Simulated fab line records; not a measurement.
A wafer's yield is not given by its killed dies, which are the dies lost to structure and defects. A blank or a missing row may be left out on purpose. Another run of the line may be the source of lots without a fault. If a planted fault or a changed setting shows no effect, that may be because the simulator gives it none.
What tool caused it? / flow nand harc / 24 lots, 72 wafers sampled, at 3 steps of a route of 1302

== WHAT THE GAUGES SHOWED, per wafer ==
NHARC_A_CONTACT_INSPECT_44. Usual: raw defect count reads 81 (standard deviation 42).
lot=L074; measured=day 21 17:44; on=defect inspect-02; raw defect count=56 62 59; flag=
lot=L076; measured=day 22 10:14; on=defect inspect-02; raw defect count=20 17 22; flag=
lot=L075; measured=day 22 10:05; on=defect inspect-01; raw defect count=124 144 141; flag=
lot=L077; measured=day 22 11:38; on=defect inspect-02; raw defect count=67 58 62; flag=
lot=L078; measured=day 22 21:20; on=defect inspect-01; raw defect count=67 71 53; flag=
lot=L080; measured=day 23 08:01; on=defect inspect-02; raw defect count=23 27 23; flag=
lot=L079; measured=day 23 07:09; on=defect inspect-01; raw defect count=136 163 142; flag=
lot=L081; measured=day 24 14:17; on=defect inspect-02; raw defect count=94 112 120; flag=
lot=L082; measured=day 24 13:43; on=defect inspect-01; raw defect count=91 74 78; flag=
lot=L084; measured=day 25 12:12; on=defect inspect-02; raw defect count=26 22 33; flag=
lot=L085; measured=day 25 11:46; on=defect inspect-02; raw defect count=128 123 117; flag=
lot=L083; measured=day 25 21:55; on=defect inspect-01; raw defect count=126 129 145; flag=
lot=L086; measured=day 26 10:12; on=defect inspect-01; raw defect count=22 18 19; flag=
lot=L087; measured=day 26 19:25; on=defect inspect-02; raw defect count=31 33 30; flag=
lot=L091; measured=day 27 19:28; on=defect inspect-01; raw defect count=54 40 59; flag=
lot=L090; measured=day 27 19:05; on=defect inspect-02; raw defect count=107 78 93; flag=
lot=L089; measured=day 27 23:33; on=defect inspect-01; raw defect count=101 84 108; flag=
lot=L088; measured=day 28 00:15; on=defect inspect-02; raw defect count=139 124 96; flag=
lot=L092; measured=day 29 00:16; on=defect inspect-02; raw defect count=116 112 134; flag=
lot=L093; measured=day 29 11:14; on=defect inspect-02; raw defect count=109 105 115; flag=
lot=L094; measured=day 29 13:58; on=defect inspect-01; raw defect count=72 75 76; flag=
lot=L095; measured=day 30 02:14; on=defect inspect-02; raw defect count=85 80 95; flag=
lot=L096; measured=day 30 13:41; on=defect inspect-01; raw defect count=41 33 48; flag=
lot=L097; measured=day 30 20:55; on=defect inspect-01; raw defect count=137 133 134; flag=

== TOOL THAT RAN EACH LOT (tool first, then ch and the chambers of the sampled wafers, then the start) ==
lot=L074; NHARC_A_WL_FILL_ALD_19=ald metal-04 ch 1,2, day 21 06:07; NHARC_A_CONTACT_DEP_29=pecvd-04 ch 0,1,2, day 21 17:05
lot=L076; NHARC_A_WL_FILL_ALD_19=ald metal-04 ch 0,3, day 22 02:23; NHARC_A_CONTACT_DEP_29=pecvd-04 ch 0,2, day 22 09:21
lot=L075; NHARC_A_WL_FILL_ALD_19=ald metal-03 ch 0,3, day 22 02:24; NHARC_A_CONTACT_DEP_29=pecvd-01 ch 0,2, day 22 09:16
lot=L077; NHARC_A_WL_FILL_ALD_19=ald metal-04 ch 0,1,3, day 22 04:59; NHARC_A_CONTACT_DEP_29=pecvd-01 ch 1,2, day 22 10:47
lot=L078; NHARC_A_WL_FILL_ALD_19=ald metal-02 ch 0,1,2, day 22 14:45; NHARC_A_CONTACT_DEP_29=pecvd-02 ch 0,1,2, day 22 20:40
lot=L080; NHARC_A_WL_FILL_ALD_19=ald metal-04 ch 0,1,3, day 22 19:29; NHARC_A_CONTACT_DEP_29=pecvd-02 ch 0,1,2, day 23 07:10
lot=L079; NHARC_A_WL_FILL_ALD_19=ald metal-03 ch 0,2, day 22 19:30; NHARC_A_CONTACT_DEP_29=pecvd-01 ch 0, day 23 06:23
lot=L081; NHARC_A_WL_FILL_ALD_19=ald metal-03 ch 0,2,3, day 24 03:36; NHARC_A_CONTACT_DEP_29=pecvd-02 ch 1,2, day 24 13:26
lot=L082; NHARC_A_WL_FILL_ALD_19=ald metal-04 ch 1,2,3, day 24 03:37; NHARC_A_CONTACT_DEP_29=pecvd-01 ch 1,2, day 24 12:52
lot=L084; NHARC_A_WL_FILL_ALD_19=ald metal-02 ch 1,2, day 25 05:09; NHARC_A_CONTACT_DEP_29=pecvd-02 ch 0,1,2, day 25 11:25
lot=L085; NHARC_A_WL_FILL_ALD_19=ald metal-03 ch 1,2,3, day 25 05:10; NHARC_A_CONTACT_DEP_29=pecvd-04 ch 0,1, day 25 10:59
lot=L083; NHARC_A_WL_FILL_ALD_19=ald metal-04 ch 1,2,3, day 25 15:11; NHARC_A_CONTACT_DEP_29=pecvd-01 ch 1,2, day 25 21:04
lot=L086; NHARC_A_WL_FILL_ALD_19=ald metal-02 ch 0,1,3, day 26 00:54; NHARC_A_CONTACT_DEP_29=pecvd-01 ch 1,2, day 26 09:21
lot=L087; NHARC_A_WL_FILL_ALD_19=ald metal-04 ch 0,1, day 26 12:48; NHARC_A_CONTACT_DEP_29=pecvd-01 ch 0,1,2, day 26 18:37
lot=L091; NHARC_A_WL_FILL_ALD_19=ald metal-03 ch 0,2,3, day 27 11:45; NHARC_A_CONTACT_DEP_29=pecvd-02 ch 1,2, day 27 18:32
lot=L090; NHARC_A_WL_FILL_ALD_19=ald metal-02 ch 1,2,3, day 27 11:46; NHARC_A_CONTACT_DEP_29=pecvd-01 ch 0,2, day 27 18:26
lot=L089; NHARC_A_WL_FILL_ALD_19=ald metal-04 ch 0,1,3, day 27 14:50; NHARC_A_CONTACT_DEP_29=pecvd-04 ch 0,1,2, day 27 22:44
lot=L088; NHARC_A_WL_FILL_ALD_19=ald metal-02 ch 0,2, day 27 14:51; NHARC_A_CONTACT_DEP_29=pecvd-01 ch 0,1,2, day 27 23:26
lot=L092; NHARC_A_WL_FILL_ALD_19=ald metal-04 ch 0,2, day 28 14:56; NHARC_A_CONTACT_DEP_29=pecvd-01 ch 0,1,2, day 28 23:33
lot=L093; NHARC_A_WL_FILL_ALD_19=ald metal-03 ch 1,2, day 29 04:48; NHARC_A_CONTACT_DEP_29=pecvd-04 ch 0,1,2, day 29 10:36
lot=L094; NHARC_A_WL_FILL_ALD_19=ald metal-04 ch 0,2,3, day 29 07:23; NHARC_A_CONTACT_DEP_29=pecvd-04 ch 0,1,2, day 29 13:15
lot=L095; NHARC_A_WL_FILL_ALD_19=ald metal-04 ch 0,3, day 29 17:53; NHARC_A_CONTACT_DEP_29=pecvd-04 ch 1,2, day 30 01:25
lot=L096; NHARC_A_WL_FILL_ALD_19=ald metal-02 ch 1,2,3, day 30 07:07; NHARC_A_CONTACT_DEP_29=pecvd-02 ch 0,2, day 30 12:50
lot=L097; NHARC_A_WL_FILL_ALD_19=ald metal-02 ch 0,1,3, day 30 14:15; NHARC_A_CONTACT_DEP_29=pecvd-04 ch 0,1,2, day 30 20:04
- NHARC_A_WL_FILL_ALD_19: deposits TiN, target thk 2 nm, pulse time 3 s, ald cycles 100.
- NHARC_A_CONTACT_DEP_29: deposits SiON, target thk 100 nm.

== WHAT THE TOOLS THEMSELVES READ (means of the sampled wafers that have a number; where no wafer has one, the mark that the record gives instead) ==
NHARC_A_WL_FILL_ALD_19. Usual: heater power w 1089 W, standard deviation 100; precursor pulse height rel 1.001, standard deviation 0.02.
lot=L074; tool=ald metal-04; heater power w (W)=1216; precursor pulse height rel=1.013; flag=
lot=L076; tool=ald metal-04; heater power w (W)=985; precursor pulse height rel=1.017; flag=
lot=L075; tool=ald metal-03; heater power w (W)=1157; precursor pulse height rel=0.990; flag=
lot=L077; tool=ald metal-04; heater power w (W)=1023; precursor pulse height rel=1.003; flag=
lot=L078; tool=ald metal-02; heater power w (W)=1093; precursor pulse height rel=0.987; flag=
lot=L080; tool=ald metal-04; heater power w (W)=1012; precursor pulse height rel=1.003; flag=
lot=L079; tool=ald metal-03; heater power w (W)=1238; precursor pulse height rel=0.985; flag=
lot=L081; tool=ald metal-03; heater power w (W)=1187; precursor pulse height rel=0.978; flag=
lot=L082; tool=ald metal-04; heater power w (W)=1121; precursor pulse height rel=1.013; flag=
lot=L084; tool=ald metal-02; heater power w (W)=1123; precursor pulse height rel=0.984; flag=
lot=L085; tool=ald metal-03; heater power w (W)=1101; precursor pulse height rel=0.988; flag=
lot=L083; tool=ald metal-04; heater power w (W)=1111; precursor pulse height rel=1.020; flag=
lot=L086; tool=ald metal-02; heater power w (W)=1066; precursor pulse height rel=1.001; flag=
lot=L087; tool=ald metal-04; heater power w (W)=999; precursor pulse height rel=0.995; flag=
lot=L091; tool=ald metal-03; heater power w (W)=1169; precursor pulse height rel=1.016; flag=
lot=L090; tool=ald metal-02; heater power w (W)=1095; precursor pulse height rel=0.989; flag=
lot=L089; tool=ald metal-04; heater power w (W)=1033; precursor pulse height rel=0.997; flag=
lot=L088; tool=ald metal-02; heater power w (W)=1095; precursor pulse height rel=1.005; flag=
lot=L092; tool=ald metal-04; heater power w (W)=1052; precursor pulse height rel=0.987; flag=
lot=L093; tool=ald metal-03; heater power w (W)=1045; precursor pulse height rel=0.992; flag=
lot=L094; tool=ald metal-04; heater power w (W)=1063; precursor pulse height rel=0.994; flag=
lot=L095; tool=ald metal-04; heater power w (W)=946; precursor pulse height rel=0.988; flag=
lot=L096; tool=ald metal-02; heater power w (W)=1103; precursor pulse height rel=1.000; flag=
lot=L097; tool=ald metal-02; heater power w (W)=1073; precursor pulse height rel=1.005; flag=

NHARC_A_CONTACT_DEP_29. Usual: heater power w reads 725 W (standard deviation 64).
lot=L074; tool=pecvd-04; heater power w (W)=675; flag=
lot=L076; tool=pecvd-04; heater power w (W)=720; flag=
lot=L075; tool=pecvd-01; heater power w (W)=701; flag=
lot=L077; tool=pecvd-01; heater power w (W)=767; flag=
lot=L078; tool=pecvd-02; heater power w (W)=723; flag=
lot=L080; tool=pecvd-02; heater power w (W)=729; flag=
lot=L079; tool=pecvd-01; heater power w (W)=655; flag=
lot=L081; tool=pecvd-02; heater power w (W)=723; flag=
lot=L082; tool=pecvd-01; heater power w (W)=706; flag=
lot=L084; tool=pecvd-02; heater power w (W)=709; flag=
lot=L085; tool=pecvd-04; heater power w (W)=767; flag=
lot=L083; tool=pecvd-01; heater power w (W)=795; flag=
lot=L086; tool=pecvd-01; heater power w (W)=708; flag=
lot=L087; tool=pecvd-01; heater power w (W)=763; flag=
lot=L091; tool=pecvd-02; heater power w (W)=675; flag=
lot=L090; tool=pecvd-01; heater power w (W)=693; flag=
lot=L089; tool=pecvd-04; heater power w (W)=697; flag=
lot=L088; tool=pecvd-01; heater power w (W)=737; flag=
lot=L092; tool=pecvd-01; heater power w (W)=752; flag=
lot=L093; tool=pecvd-04; heater power w (W)=783; flag=
lot=L094; tool=pecvd-04; heater power w (W)=764; flag=
lot=L095; tool=pecvd-04; heater power w (W)=776; flag=
lot=L096; tool=pecvd-02; heater power w (W)=693; flag=
lot=L097; tool=pecvd-04; heater power w (W)=752; flag=

== THE ANSWER, worked out from the rows above alone ==
Rule: a lot counts as off when the mean over its wafers that have a number is more than 3 standard deviations away from the usual mean. A lot without any number at a reading at which 4 lots or more have one is off too. The other lots that the step has rows for count as sound. First the gauges in route order, then the tools' own readings, where a lot's mean is used as printed above. The first step at which some lot is off is used, and at that step the reading that is off furthest; a lot without a number counts as furthest.
No lot is off on any of the readings shown, so nothing can be concluded from this.

== WHAT WAS PUT IN BY THE SIMULATOR ==
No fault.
